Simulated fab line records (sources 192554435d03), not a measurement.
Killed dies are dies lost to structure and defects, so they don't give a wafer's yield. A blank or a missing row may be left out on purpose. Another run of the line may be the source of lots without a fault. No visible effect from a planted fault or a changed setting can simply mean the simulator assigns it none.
Struck lot and sound lot, side by side || flow n5 finfet || 14 out of 1938 route steps
Sound: wafers L200.1, L200.2, L200.4. The struck wafers were L206.1, L206.3, L206.5. The cause is named last.
Per side, at each step with rows, come the tool, then ch with its chambers, and then its first start. Under that, the readings that differ: sound wafers || struck wafers || difference of the means || sigmas: that difference in standard deviations of wafers without a fault.
alike: readings whose means differ by less than 2 such deviations, and words and numbers that are the same on both sides. not compared: withheld readings, readings that some wafer has no value for, bounds like >300 that may hide the same value, and numbers for which the record gives no deviation and whose values overlap.
Wherever a step has rows on one side only, a row that says differs or no value, or a row with sigmas, the two part there. Numbers that have no deviation but don't overlap get no sigmas and don't part them. A reading that every wafer of one side lacks parts them only if that side has two wafers or more.

N5_BEOL_M8_STRIP_67: strips in CF4.
  sound on rie diel-02 ch 0,2,3, day 8 23:16; struck on rie diel-06 ch 0,2,3, day 10 17:16
  alike: drypump motor current A, oes product au, rf vpp V, showerhead plenum p Torr, throttle valve pct
  not compared: rf hours counter h
N5_BEOL_M8_HM_OPEN_17: chemistry Cl2/BCl3, target TiN, target depth 20 nm, overetch 6 nm.
  sound on rie metal-03 ch 0,1, day 8 23:18; struck on rie metal-01 ch 0, day 10 17:19
  alike: bcl3 flow sccm, drypump motor current A, oes product au, throttle valve pct
  not compared: rf hours counter h
N5_BEOL_M8_STRIP_19: strips in O2.
  sound on rie diel-06 ch 0,2,3, day 8 23:25; struck on rie diel-06 ch 0,2,3, day 10 17:25
  alike: drypump motor current A, oes product au, rf vpp V, showerhead plenum p Torr, throttle valve pct
  not compared: rf hours counter h
N5_BEOL_M8_CD_MEAS_18: pitch 80 nm, target cd 40 nm.
  sound on cd sem-03, day 8 23:29; struck on cd sem-02, day 10 17:29
  alike: cd nm
then, 8 steps without rows for these wafers: N5_BEOL_M8_COAT_63 (time 60 s, resist thk 60 nm); N5_BEOL_M8_COAT_64 (time 60 s, resist thk 12 nm); N5_BEOL_M8_COAT_71 (time 60 s, resist thk 5 nm); N5_BEOL_M8_COAT_22 (resist thk 30 nm); N5_BEOL_M8_EBR_24; N5_BEOL_M8_SOFTBAKE_23 (time 60 s); N5_BEOL_M8_EXPOSE_25 (exposes mask V7, target cd 40 nm); N5_BEOL_M8_PEB_26 (peb time 60 s).
N5_BEOL_M8_DEVELOP_27: develop time 30 s.
  struck on litho track-03, day 10 17:44; sound on litho track-03 ch 0, day 9 01:24
  no value came back on the struck wafers for chill plate temp C (C), develop time s (s), resist line temp C (C); on the sound wafers chill plate temp C (C) reads 22.82 22.87 22.99
{"reading": "model.CAR-EUV_of_BEOL_M8_COAT_22.thk nm (nm)", "sound": "29.6 29.6 29.6", "struck": "30 30 30", "difference": "+0", "sigmas": ""}
N5_BEOL_M8_CD_MEAS_28 targets a cd of 40 nm.
  sound on cd sem-01 ch 0, day 9 01:28; struck on cd sem-02 ch 0, day 10 17:48
{"reading": "cd nm (nm)", "sound": "40.04 39.96 39.91", "struck": "- - -", "difference": "no value on the struck wafers", "sigmas": ""}

## WHERE THEY PART
Last at N5_BEOL_M8_CD_MEAS_28 as far as this record goes, first at N5_BEOL_M8_DEVELOP_27.

WHY: whatever the simulator had introduced
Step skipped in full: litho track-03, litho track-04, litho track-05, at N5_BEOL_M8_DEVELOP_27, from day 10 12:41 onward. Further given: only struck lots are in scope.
